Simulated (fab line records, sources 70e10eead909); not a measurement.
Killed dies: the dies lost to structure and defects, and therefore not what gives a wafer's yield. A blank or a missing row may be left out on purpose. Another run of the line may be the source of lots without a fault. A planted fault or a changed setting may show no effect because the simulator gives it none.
fab line records | flow nand-harc
record lots=11 wafers=33 last-day=33
route steps=1302 shown P_GATE@156 P_CONTACT@218 END@1302
lots that met no fault: taken from a fault-free run of the same line
start-h: hours from the record's opening day to when the first of the lot's shown wafers began | wait-h: hours from the lot's prior step to this one | " repeats the value in the row above | L1.1+2: several wafers, shown together as one row | - no value present, or no start provided | * or withheld: withheld | < > ~ a bound
route shown NAME@n: names a module that has steps shown in the file, with the first one's number in the route | usual: mean/standard deviation of fault-free wafers | same: alike in all rows | chamber/n: place in a boat | sites: readings site by site | _std_site: the standard deviation of these | _edge_site: the outer-site mean with the inner-site mean subtracted | radius-mm: for every site, how far away it sits from the centre of the wafer | mask NAME#n: copy n | behind: the most recent tool/chamber to have shaped the wafer | hold: why the lot was held/for how many hours/how that ended | device: names the non-switching transistor (n, p or np) | end of line: tests of these same wafers at the route's end | for a step that has no rows: nothing shown but its recipe | killed: dies that structure and defects cost at the first sort, which is not the same as the wafer's yield | map: a wafer's dies, x killed, . not, _ none there
set.NAME: the setting as run; set.NAME@STEP: as run at that earlier step | model.NAME: the simulator's own value behind a step, which no gauge read
steps of the route over a sample of lots; a table a step, a row a wafer
services: a tool's chamber out of use, with start hour (start-h, from the record's first day; less than 0 if before it), hours out, and reason
## steps
# step NHARC_P_GATE_ETCHBACK_37
# recipe target-depth-a=345 time-s=17.2 chf3-flow-sccm=50 o2-flow-sccm=10 ar-flow-sccm=200 rf-w=500 bias-w=200 chemistry=CHF3/O2
# usual chamber-pressure-mTorr=25.000/0.022 drypump-motor-current-A=5.8/0.51 oes-product-au=0.96/0.037 rf-fwd-power-W=489.7/2.7 rf-vpp-V=370.6/2.4 showerhead-plenum-p-Torr=2.40/0.097 throttle-valve-pct=20.573/0.0085
# columns lot.wafer tool chamber start-h wait-h chamber-pressure-mTorr drypump-motor-current-A oes-product-au rf-fwd-power-W rf-hours-counter-h rf-vpp-V showerhead-plenum-p-Torr throttle-valve-pct
L650.2 rie-diel-13 3 - - 24.954 5.6 0.90 487.9 6 368.4 2.32 20.568
L650.5 " 0 " " 25.029 4.8 0.92 489.3 - 370.2 2.45 20.567
L650.6 " 1 " " 25.064 5.4 0.92 495.0 - 372.1 2.47 20.574
L649.1 rie-diel-05 3 - - 24.981 6.4 1.00 489.4 5 368.2 2.33 20.574
L649.2 " 0 " " 24.959 6.5 1.01 494.4 5 368.0 2.31 20.583
L649.5 " 1 " " 24.982 5.2 1.01 487.6 - 371.5 2.52 20.564
L651.1 rie-diel-05 1 - - 25.023 5.3 0.92 485.6 6 373.0 2.52 20.566
L651.5 " 1 " " 25.020 5.2 0.93 486.4 - 372.1 2.52 20.567
L651.6 " 2 " " 24.985 5.8 0.92 486.7 - 371.8 2.48 20.562
L653.2 rie-diel-13 1 - - 25.038 5.4 0.99 494.4 0 372.0 2.46 20.570
L653.3 " 2 " " 24.995 6.3 0.98 491.9 0 374.4 2.53 20.554
L653.6 " 2 " " 25.033 6.3 0.98 490.2 - 373.2 2.53 20.588
L659.4 rie-diel-05 2 - - 24.999 5.7 1.00 488.3 0 372.7 2.48 20.583
L659.1 " 0 " " 25.032 6.5 0.99 494.2 0 367.6 2.31 20.566
L659.3 " 1 " " 24.988 5.2 0.99 488.6 0 373.0 2.52 20.561
L662.4 rie-diel-09 2 - - 24.982 5.8 0.93 491.1 7 367.2 2.29 20.569
L662.3 " 3 " " 24.984 6.2 0.94 487.7 7 367.0 2.24 20.563
L662.1 " 1 " " 25.020 6.4 0.93 487.8 7 371.8 2.48 20.563
L663.3 rie-diel-13 3 - - 25.019 5.6 0.91 491.9 6 368.8 2.32 20.579
L663.6 " 2 " " 25.024 6.3 0.93 490.3 - 373.3 2.52 20.579
L663.5 " 3 " " 25.012 5.6 0.91 490.0 - 367.8 2.32 20.580
L664.1 rie-diel-05 0 - - 25.003 6.5 0.99 495.0 3 368.4 2.30 20.573
L664.2 " 1 " " 25.041 5.2 0.98 487.6 3 373.6 2.52 20.583
L664.5 " 3 " " 25.003 6.4 0.99 488.1 - 367.8 2.33 20.579
L665.1 rie-diel-13 0 - - 24.990 4.8 1.00 493.7 6 371.1 2.45 20.564
L665.4 " 1 " " 25.004 5.4 1.00 496.1 8 372.1 2.46 20.571
L665.6 " 3 " " 24.989 5.6 0.98 489.4 - 369.9 2.32 20.571
L666.1 rie-diel-05 3 - - 25.024 6.4 0.93 485.9 3 371.4 2.33 20.595
L666.2 " 0 " " 24.986 6.6 0.91 492.2 3 368.8 2.30 20.579
L666.5 " 3 " " 24.993 6.4 0.92 486.4 - 370.4 2.33 20.565
L669.3 rie-diel-13 3 - - 25.001 5.6 0.91 486.7 8 371.2 2.32 20.571
L669.1 " 1 " " 25.004 5.4 0.92 493.3 9 372.1 2.46 20.580
L669.6 " 3 " " 24.996 5.6 0.91 489.0 - 369.4 2.32 20.578
# step NHARC_P_GATE_DESCUM_61
# recipe time-s=3 o2-flow-sccm=200 ar-flow-sccm=0 bias-power-w=0 chemistry=O2
# usual chamber-pressure-mTorr=60.00/0.051 drypump-motor-current-A=5.9/0.51 oes-product-au=0.999/0.011 rf-vpp-V=57.8/0.83 showerhead-plenum-p-Torr=1.90/0.081 throttle-valve-pct=11.311/0.0094
# columns lot.wafer tool chamber start-h wait-h chamber-pressure-mTorr drypump-motor-current-A oes-product-au rf-hours-counter-h rf-vpp-V showerhead-plenum-p-Torr throttle-valve-pct
L650.2 rie-diel-13 0 151.35 - 60.04 4.8 0.994 7 58.7 1.95 11.311
L650.6 " 2 " " 59.99 6.3 1.014 - 58.1 2.02 11.303
L650.5 " 3 " " 60.04 5.6 0.990 - 58.4 1.85 11.311
L649.2 rie-diel-09 3 152.10 - 59.98 6.1 1.020 0 56.7 1.78 11.312
L649.1 " 1 " " 60.05 6.3 1.018 0 58.5 1.98 11.311
L649.5 " 0 " " 59.88 5.9 0.996 - 57.8 1.82 11.293
L651.1 rie-diel-05 2 166.36 - 59.95 5.7 0.995 7 58.4 1.98 11.315
L651.6 " 3 " " 60.01 6.4 1.004 - 57.9 1.85 11.300
L651.5 " 0 " " 60.04 6.6 1.015 - 56.7 1.83 11.308
L653.3 rie-diel-09 1 179.12 - 59.95 6.3 1.013 2 58.9 1.98 11.330
L653.2 " 0 " " 60.12 5.9 1.000 2 56.1 1.82 11.320
L653.6 " 1 " " 60.07 6.3 1.009 - 59.4 1.98 11.311
L659.4 rie-diel-09 0 253.16 - 60.00 5.9 0.993 6 56.0 1.82 11.315
L659.3 " 1 " " 59.95 6.3 0.994 6 57.1 1.97 11.297
L659.1 " 2 " " 60.02 5.8 1.001 6 56.5 1.82 11.310
L662.4 rie-diel-05 0 274.41 - 60.03 6.5 0.991 1 56.6 1.83 11.298
L662.1 " 1 " " 59.99 5.2 0.982 1 57.3 2.01 11.316
L662.3 " 2 " " 59.96 5.8 0.980 1 57.9 1.98 11.308
L663.3 rie-diel-09 1 284.38 - 59.98 6.3 1.006 8 58.1 1.97 11.323
L663.6 " 3 " " 59.99 6.2 1.010 - 56.0 1.78 11.325
L663.5 " 0 " " 60.06 5.9 1.001 - 56.3 1.82 11.325
L664.2 rie-diel-09 0 304.94 - 60.05 5.9 0.983 9 57.7 1.82 11.304
L664.1 " 1 " " 59.94 6.3 1.006 10 58.1 1.97 11.301
L664.5 " 0 " " 60.03 5.9 0.982 - 57.0 1.81 11.315
L665.4 rie-diel-13 1 309.19 - 60.05 5.4 1.005 8 58.7 1.96 11.300
L665.1 " 3 " " 60.10 5.6 0.994 7 59.0 1.85 11.309
L665.6 " 0 " " 59.99 4.8 1.010 - 59.1 1.95 11.315
L666.2 rie-diel-05 1 312.94 - 59.99 5.2 0.981 3 57.4 2.01 11.314
L666.1 " 0 " " 59.95 6.5 0.987 3 58.6 1.83 11.331
L666.5 " 2 " " 59.94 5.7 0.989 - 57.9 1.97 11.317
L669.1 rie-diel-13 0 336.87 - 60.02 4.8 0.998 7 58.7 1.95 11.309
L669.3 " 3 " " 59.96 5.6 0.984 8 58.6 1.85 11.313
L669.6 " 1 " " 60.13 5.4 0.984 - 57.5 1.96 11.309
# step NHARC_P_GATE_RTA_64
# recipe temp-c=1050 time-s=1
# usual anneal-temp-c-max=1054.1/1.4 lamp-power-pct=39.2/2.5 wafer_temp_C_max=1055.5/1.1
# columns lot.wafer tool chamber start-h wait-h anneal-temp-c-max lamp-power-pct wafer_temp_C_max
L650.2 rtp-anneal-01 0 157.02 - 1053.5 37.2 1054.7
L650.5 " 0 " " 1052.9 37.1 1054.3
L650.6 " 0 " " 1053.3 37.1 1054.9
L649.1 rtp-anneal-01 - 157.19 - - - -
L649.2 " - " " - - -
L649.5 " - " " - - -
L651.1 rtp-anneal-01 - 169.74 - - - -
L651.5 " - " " - - -
L651.6 " - " " - - -
L653.2 rtp-anneal-01 0 182.65 - 1053.3 37.2 1055.5
L653.3 " 0 " " 1053.6 37.1 1053.8
L653.6 " 0 " " 1052.5 37.2 1056.2
L659.1 rtp-anneal-01 0 256.54 - 1053.3 37.2 1054.2
L659.3 " 0 " " 1053.4 37.1 1054.9
L659.4 " 0 " " 1052.6 37.2 1054.4
L662.1 rtp-anneal-01 0 277.76 - 1053.0 37.2 1055.4
L662.3 " 0 " " 1054.4 37.1 1055.2
L662.4 " 0 " " 1053.9 37.2 1053.1
L663.3 rtp-anneal-02 0 287.83 - 1056.3 42.1 1055.7
L663.5 " 0 " " 1056.9 42.1 1055.4
L663.6 " 0 " " 1056.3 42.1 1056.4
L664.1 rtp-anneal-01 0 308.34 - 1052.0 37.2 1056.4
L664.2 " 0 " " 1052.3 37.2 1055.6
L664.5 " 0 " " 1052.3 37.1 1055.4
L665.1 rtp-anneal-01 0 312.59 - 1053.7 37.1 1054.3
L665.4 " 0 " " 1053.0 37.2 1055.3
L665.6 " 0 " " 1052.7 37.2 1055.9
L666.1 rtp-anneal-01 0 316.19 - 1053.9 37.2 1055.8
L666.2 " 0 " " 1052.8 37.2 1055.7
L666.5 " 0 " " 1052.9 37.1 1055.7
L669.1 rtp-anneal-02 0 340.21 - 1056.1 42.1 1055.0
L669.3 " 0 " " 1054.8 42.2 1054.5
L669.6 " 0 " " 1054.4 42.1 1055.0
# step NHARC_P_CONTACT_DEP_00
# recipe target-thk-a=5000 temp-c=400 pressure-torr=6.5 rf-w=900 teos-flow-sccm=161.4 flow-sccm=2650 target-thk-nm=500 gas=O2 material=SiO2
# usual heater-power-w=535/110 mfc-precursor-sccm=161.4/0.45 rf-fwd-power-W=897.7/2.8 throttle-valve-pct=16.1/0.55
# columns lot.wafer tool chamber start-h wait-h heater-power-w mfc-precursor-sccm rf-fwd-power-W throttle-valve-pct
L650.2 pecvd-01 2 - - 380 160.7 903.8 15.9
L650.5 " 0 " " 452 161.2 895.3 16.0
L650.6 " 1 " " 568 161.0 894.8 16.1
L653.3 pecvd-02 1 - - 604 161.2 897.5 14.5
L653.2 " 2 " " 554 161.8 899.3 16.5
L653.6 " 2 " " 597 161.6 899.3 16.8
L659.1 pecvd-01 1 - - 591 161.4 898.0 16.0
L659.3 " 2 " " 361 162.0 895.8 16.1
L659.4 " 2 " " 363 161.5 895.8 16.2
L662.1 pecvd-03 2 - - 782 161.4 899.9 16.7
L662.3 " 0 " " 535 161.7 895.3 16.0
L662.4 " 0 " " 399 162.1 898.9 16.0
L663.3 pecvd-03 2 - - 694 160.5 895.2 16.7
L663.6 " 1 " " 457 161.4 899.6 16.2
L663.5 " 2 " " 720 161.9 895.0 16.6
L664.2 pecvd-01 0 - - 596 161.8 891.8 16.5
L664.1 " 1 " " 645 161.4 896.4 16.7
L664.5 " 1 " " 489 160.3 898.6 16.4
L665.1 pecvd-03 2 - - 614 161.4 897.0 16.9
L665.6 " 0 " " 524 160.9 894.3 16.1
L665.4 " 1 " " 475 161.2 899.0 16.3
L666.2 pecvd-03 2 - - 717 160.7 894.8 17.0
L666.1 " 0 " " 430 160.5 896.9 15.9
L666.5 " 1 " " 456 161.3 899.7 16.2
L669.1 pecvd-03 0 341.95 0.3 501 161.4 896.9 15.9
L669.3 " 0 " " 521 162.2 902.9 16.2
L669.6 " 0 " " 536 161.2 901.7 16.0
# step NHARC_END_SORT_01
# recipe temp-c=25
# usual killed-at-array=47/18 killed-at-other=0.9/1.1 killed-at-periphery=4/3.1 killed-dies=52/18 killed-open=3.1/1.5 killed-short=2.4/1.5
# same gross-dies=677
# columns lot.wafer tool chamber start-h wait-h killed-at-array killed-at-other killed-at-periphery killed-dies killed-open killed-short
L649.1 prober-01 0 619.24 2.5 76 2 599 677 4 0
L649.2 prober-01 0 620.04 2.8 43 1 633 677 2 1
L649.5 prober-01 0 622.43 3.7 81 0 596 677 3 6
L651.1 prober-02 0 623.98 2.5 31 1 645 677 6 2
L651.5 prober-02 0 627.12 3.6 24 2 651 677 1 1
L651.6 prober-02 0 627.90 3.9 20 2 655 677 0 1
# killed by level:class
L649.1 P_GATE:area-rta=593 A_CHANNEL_HOLE_D2:chamber-film-flake=24 A_CHANNEL_HOLE_D1:chamber-film-flake=24 A_SLIT:chamber-film-flake=24 P_GATE:chamber-film-flake=4 THIN_TSV:chamber-film-flake=2 P_GATE:geometric-particle:open=1 P_M1:geometric-particle:open=1
L649.2 P_GATE:area-rta=633 A_SLIT:chamber-film-flake=18 A_CHANNEL_HOLE_D2:chamber-film-flake=10 A_CHANNEL_HOLE_D1:chamber-film-flake=6 A_CONTACT:chamber-film-flake=5 A_SOURCE_PLATE:geometric-particle:open=1 A_ONON_D2:geometric-particle:short=1 A_SGD_CUT:geometric-particle:open=1
L649.5 P_GATE:area-rta=593 A_CHANNEL_HOLE_D2:chamber-film-flake=36 A_SLIT:chamber-film-flake=22 A_CHANNEL_HOLE_D1:chamber-film-flake=10 A_CONTACT:chamber-film-flake=4 A_DECK1_JOINT:geometric-particle:short=2 A_M1:geometric-particle:open=2 P_GATE:chamber-film-flake=2
L651.1 P_GATE:area-rta=633 A_CHANNEL_HOLE_D2:chamber-film-flake=14 P_GATE:chamber-film-flake=8 A_CONTACT:chamber-film-flake=3 A_SLIT:chamber-film-flake=3 A_WL_FILL:chamber-film-flake=3 A_DECK1_JOINT:geometric-particle:open=2 A_M0:geometric-particle:open=2
L651.5 P_GATE:area-rta=645 A_CHANNEL_HOLE_D2:chamber-film-flake=12 P_GATE:chamber-film-flake=4 A_SLIT:chamber-film-flake=3 A_WL_FILL:chamber-film-flake=3 P_STI:chamber-film-flake=2 A_CONTACT:chamber-film-flake=2 THIN_TSV:chamber-film-flake=2
L651.6 P_GATE:area-rta=649 A_CHANNEL_HOLE_D2:chamber-film-flake=7 P_GATE:chamber-film-flake=6 A_WL_FILL:chamber-film-flake=5 A_SLIT:chamber-film-flake=4 A_CHANNEL_HOLE_D1:chamber-film-flake=3 THIN_TSV:chamber-film-flake=2 A_M0:geometric-particle:short=1
## services
# columns tool chamber start-h hours kind
pecvd-01 - 130.00 13.0 pm
pecvd-02 - 132.21 1.2 repair
rie-diel-05 0 135.23 - clean
rie-diel-05 1 135.23 - clean
rie-diel-05 2 135.23 - clean
rie-diel-05 3 135.23 - clean
rie-diel-09 - 143.10 9.0 pm
rie-diel-13 0 144.86 - clean
rie-diel-05 - 161.51 0.4 repair
rie-diel-13 - 165.00 9.0 pm
pecvd-03 - 176.27 0.2 repair
pecvd-03 - 185.00 13.0 pm
rie-diel-13 0 198.11 16.3 repair
pecvd-03 - 202.06 16.3 repair
rie-diel-13 1 204.12 13.5 repair
pecvd-02 - 216.88 3.2 repair
pecvd-02 - 227.20 13.0 pm
pecvd-03 - 229.37 0.2 repair
rie-diel-05 - 229.60 9.0 pm
pecvd-01 - 311.00 13.0 pm
rie-diel-09 - 320.10 9.0 pm
pecvd-03 1 330.31 16.2 repair
rie-diel-09 - 334.83 0.2 repair
rie-diel-13 - 342.00 9.0 pm
## key
first-sign step=NHARC_P_GATE_RTA_64 reading=tool-record direction=missing
effect step=NHARC_END_SORT_01 reading=killed-at-periphery direction=up sigmas=99+ usual=4 struck=630
more-kills-born-at NHARC_P_GATE_RTA_64@rtp-anneal-01=3746
met-at NHARC_P_GATE_RTA_64
struck-lots L649,L651
later-rows-left-out L649.1,L649.2,L649.5,L651.1,L651.5,L651.6
tester-left-out L649,L651
not-acting-at NHARC_P_GATE_ETCHBACK_37,NHARC_P_GATE_DESCUM_61,NHARC_P_CONTACT_DEP_00
onset-between 157.02 157.19
fault kind=skipped-step-whole tool=rtp-anneal-01 chamber=- onset-h=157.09 steps=NHARC_P_GATE_RTA_64 scope=struck-lots-only
# tester-left-out: of these lots the tester's yield and bins aren't shown, on N5 and GAA mostly nor the transistor test; their killed dies are dies lost to structure and defects alone, not to doping, threshold or leakage, so they don't give the yield
# later-rows-left-out: the simulator's readings of these wafers behind a module that went badly wrong aren't trusted and aren't shown, but for the sort
